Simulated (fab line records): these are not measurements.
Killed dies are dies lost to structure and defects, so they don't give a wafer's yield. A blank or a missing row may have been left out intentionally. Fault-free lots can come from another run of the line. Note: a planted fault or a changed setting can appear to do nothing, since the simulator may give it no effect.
Comparing a struck lot with a sound one	flow n5_finfet	38 out of 1938 route steps
Sound: wafers L954.1, L954.2, L954.5. Struck: wafers L945.1, L945.3, L945.4. The cause comes at the end.
At each step with rows: each side's tool, then ch and its chambers, then its first start. Under that, the readings that differ: sound wafers	struck wafers	difference of the means	sigmas: that difference in standard deviations of wafers without a fault.
alike: words and numbers the same on both sides, and readings whose means are apart by under 2 such deviations; not compared: readings that were withheld, readings missing a value for some wafer, numbers with overlapping values and no deviation given by the record, and bounds like >300 which may hide the same value.
A row with sigmas, a row that says differs or no value, or rows on one side alone: a step with any of these is where the two part. When numbers do not overlap yet have no deviation, they are printed without sigmas and do not part them. A reading missing from all wafers of one side parts the sides only when that side holds two or more wafers.

first, 9 steps without rows for these wafers: N5_BEOL_M1_ANNEAL_95 (time 240 s); N5_BEOL_M1_SPUTTER_96 (material Cu, target thk 4.5 nm, time 8.29 s); N5_BEOL_M1_ECD_50 (material Cu, target thk 300 nm); N5_BEOL_M1_ANNEAL_51 (time 90 s); N5_BEOL_M1_CMP_52 (polishes, stops on SiOC, t overpolish 6.8 s, target thk 40 nm); N5_BEOL_M1_PRE_CLEAN_60 (time 15 s); N5_BEOL_M1_CO_CAP_55 (material Co, precursor CCTBA/H2, target thk 2 nm, time 102.1 s); N5_BEOL_M1_PRE_CLEAN_56 (time 15 s); N5_BEOL_M1_DEP_57 (deposits SiCN from 3MS/NH3, target thk 8 nm, time 14 s).
N5_BEOL_M2_ILD_DEP_00: deposits SiOC from DEMS/O2, target thk 79 nm, time 15.3 s.
  sound on pecvd-04 ch 0,1,2, day 11 01:35; struck on pecvd-01 ch 0,2, day 8 22:34
  alike: heater_power_w, rf_fwd_power_W, showerhead_plenum_p_Torr, throttle_valve_pct
N5_BEOL_M2_THK_MEAS_01:
  struck on film_metro-01, day 8 22:38; sound on film_metro-02, day 11 01:39
reading	sound	struck	difference	sigmas
M2_ILD_THK (nm)	79.3 78.8 79.2	158.8 158.0 160.4	+80.0	+86
then, 24 steps without rows for these wafers: N5_BEOL_M2_PECVD_72 (deposits SiO2 from TEOS/O2, target thk 16 nm, time 18 s); N5_BEOL_M2_HM_DEP_02 (deposits TiN, target thk 20 nm); N5_BEOL_M2_COAT_61 (time 60 s, resist thk 60 nm); N5_BEOL_M2_COAT_62 (time 60 s, resist thk 12 nm); N5_BEOL_M2_COAT_73 (time 60 s, resist thk 5 nm); N5_BEOL_M2_COAT_05 (resist thk 30 nm); N5_BEOL_M2_EBR_07; N5_BEOL_M2_SOFTBAKE_06 (time 60 s); N5_BEOL_M2_EXPOSE_08 (exposes mask M2); N5_BEOL_M2_PEB_09 (peb time 60 s); N5_BEOL_M2_DEVELOP_10 (develop time 30 s); N5_BEOL_M2_DESCUM_16 (chemistry O2, time 7 s); N5_BEOL_M2_ETCH_74 (etches underlayer in N2/H2, target depth 6.5 nm, time 5.2 s); N5_BEOL_M2_ETCH_63 (etches SiARC in CF4, target depth 15.6 nm, time 26 s); N5_BEOL_M2_ETCH_64 (etches SOC in N2/H2, target depth 75 nm, overetch 22.5 nm, time 121.9 s); N5_BEOL_M2_STRIP_65 (strips in N2/H2); N5_BEOL_M2_STRIP_75 (strips in N2/H2); N5_BEOL_M2_STRIP_66 (strips in CF4); N5_BEOL_M2_HM_OPEN_17 (chemistry Cl2/BCl3, target TiN, target depth 20 nm, overetch 6 nm); N5_BEOL_M2_STRIP_19 (strips in O2); N5_BEOL_M2_COAT_67 (time 60 s, resist thk 60 nm); N5_BEOL_M2_COAT_68 (time 60 s, resist thk 12 nm); N5_BEOL_M2_COAT_76 (time 60 s, resist thk 5 nm); N5_BEOL_M2_COAT_22 (resist thk 30 nm).
N5_BEOL_M2_CMP_52: polishes, stops on SiOC, t overpolish 6.8 s, target thk 40 nm.
  sound on cmp-01 ch 0,2,3, day 11 12:33; struck on cmp-01 ch 1,2,3, day 9 16:03
reading	sound	struck	difference	sigmas
model.SiOC_of_BEOL_M2_ILD_DEP_00.thk_nm (nm)	76.2 75.8 76.2	155.6 155 157.4	+79.9	
  alike: barrier_field_endpoint_s, motor_current_A, overpolish_run_s, time_to_endpoint_s
N5_BEOL_M4_RC_MEAS_101:
  the record has rows for the sound wafers here (prober-01 ch 0, day 12 18:41) and none for the struck ones
following that, these wafers have no rows for 1 step: N5_PASSIVATION_PROBE_49.

WHERE THEY PART
At N5_BEOL_M2_THK_MEAS_01 first; at N5_BEOL_M4_RC_MEAS_101 last (within this record only).

WHY: whatever the simulator had introduced
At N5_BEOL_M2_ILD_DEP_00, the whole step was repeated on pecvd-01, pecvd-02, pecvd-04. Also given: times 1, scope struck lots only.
